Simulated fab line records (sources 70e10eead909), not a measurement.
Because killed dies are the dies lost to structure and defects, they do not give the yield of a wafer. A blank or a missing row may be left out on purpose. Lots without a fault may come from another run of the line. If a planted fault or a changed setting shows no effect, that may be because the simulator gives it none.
Matching of chambers + flow nand-harc + NHARC_A_STAIRCASE_DESCUM_219 on rie-diel-01: 4 sister chambers
The step chemistry O2, time 3 s. 20 wafers are shown with their chamber, then 10 later ones without.

## WAFERS PAIRED WITH THEIR CHAMBERS
| wafer  | chamber | showerhead-plenum-p-Torr (Torr) | drypump-motor-current-A (A) | oes-product-au (a.u.) |
|--------|---------|---------------------------------|-----------------------------|-----------------------|
| L074.2 | 0       | 1.80                            | 6.7                         | 0.984                 |
| L074.5 | 0       | 1.80                            | 6.7                         | 0.992                 |
| L074.6 | 3       | 1.89                            | 6.3                         | 1.010                 |
| L075.3 | 1       | 1.90                            | 6.1                         | 0.995                 |
| L075.4 | 3       | 1.89                            | 6.3                         | 1.007                 |
| L075.6 | 2       | 1.88                            | 6.2                         | 1.001                 |
| L078.1 | 0       | 1.80                            | 6.7                         | 0.995                 |
| L078.2 | 1       | 1.90                            | 6.1                         | 1.006                 |
| L078.3 | 3       | 1.89                            | 6.3                         | 1.001                 |
| L080.1 | 3       | 1.89                            | 6.3                         | 1.005                 |
| L080.2 | 0       | 1.80                            | 6.6                         | 0.997                 |
| L080.5 | 0       | 1.80                            | 6.6                         | 0.999                 |
| L079.2 | 3       | 1.89                            | 6.3                         | 1.003                 |
| L079.4 | 1       | 1.90                            | 6.1                         | 1.014                 |
| L079.5 | 3       | 1.89                            | 6.3                         | 1.010                 |
| L082.1 | 3       | 1.89                            | 6.3                         | 1.019                 |
| L082.2 | 1       | 1.89                            | 6.1                         | 0.993                 |
| L082.6 | 2       | 1.88                            | 6.2                         | 1.012                 |
| L087.2 | 1       | 1.89                            | 6.0                         | 1.004                 |
| L087.3 | 3       | 1.88                            | 6.3                         | 1.017                 |

SIGNATURES (means of the wafers above)
| reading                  | chamber 0 | chamber 1 | chamber 2 | chamber 3 | scatter within a chamber |
|--------------------------|-----------|-----------|-----------|-----------|--------------------------|
| showerhead-plenum-p-Torr | 1.8000    | 1.8960    | 1.8800    | 1.8887    | 0.0036                   |
| drypump-motor-current-A  | 6.660     | 6.080     | 6.200     | 6.300     | 0.0354                   |
| oes-product-au           | 0.99340   | 1.00240   | 1.00650   | 1.00900   | 0.00697                  |
Rule: a wafer lies at a distance from a chamber equal to the root of the sum of squares, over the readings, of (its reading less the chamber's mean, divided by the reading's scatter). If the next closest chamber is less than 2 further off than the closest, the wafer can't be placed; otherwise it belongs to the closest. The scatter: the root of (the sum of the squares of (reading less its chamber's mean) over the shown wafers, divided by (wafers less chambers)).

## WAFERS WITH NO CHAMBER GIVEN
| wafer  | showerhead-plenum-p-Torr (Torr) | drypump-motor-current-A (A) | oes-product-au (a.u.) |
|--------|---------------------------------|-----------------------------|-----------------------|
| L087.5 | 1.79                            | 6.7                         | 1.004                 |
| L089.1 | 1.89                            | 6.1                         | 1.006                 |
| L089.5 | 1.88                            | 6.3                         | 0.986                 |
| L089.6 | 1.87                            | 6.2                         | 0.990                 |
| L090.2 | 1.88                            | 6.3                         | 1.005                 |
| L090.3 | 1.87                            | 6.2                         | 0.998                 |
| L090.6 | 1.87                            | 6.2                         | 0.995                 |
| L095.3 | 1.87                            | 6.1                         | 0.989                 |
| L095.5 | 1.88                            | 6.4                         | 1.015                 |
| L095.6 | 1.78                            | 6.7                         | 1.000                 |

## EACH ONE'S CHAMBER
| wafer  | from the rows above     | in truth |
|--------|-------------------------|----------|
| L087.5 | 0                       | 0        |
| L089.1 | 1                       | 1        |
| L089.5 | can't be placed: 2 or 3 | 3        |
| L089.6 | 2                       | 2        |
| L090.2 | can't be placed: 3 or 2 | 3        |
| L090.3 | 2                       | 2        |
| L090.6 | 2                       | 2        |
| L095.3 | 2                       | 2        |
| L095.5 | can't be placed: 3 or 2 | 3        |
| L095.6 | 0                       | 0        |
7 of 10 placed correctly. Not placeable from these rows: 3 (in 3, the candidates include the true chamber). 0 placed wrongly.
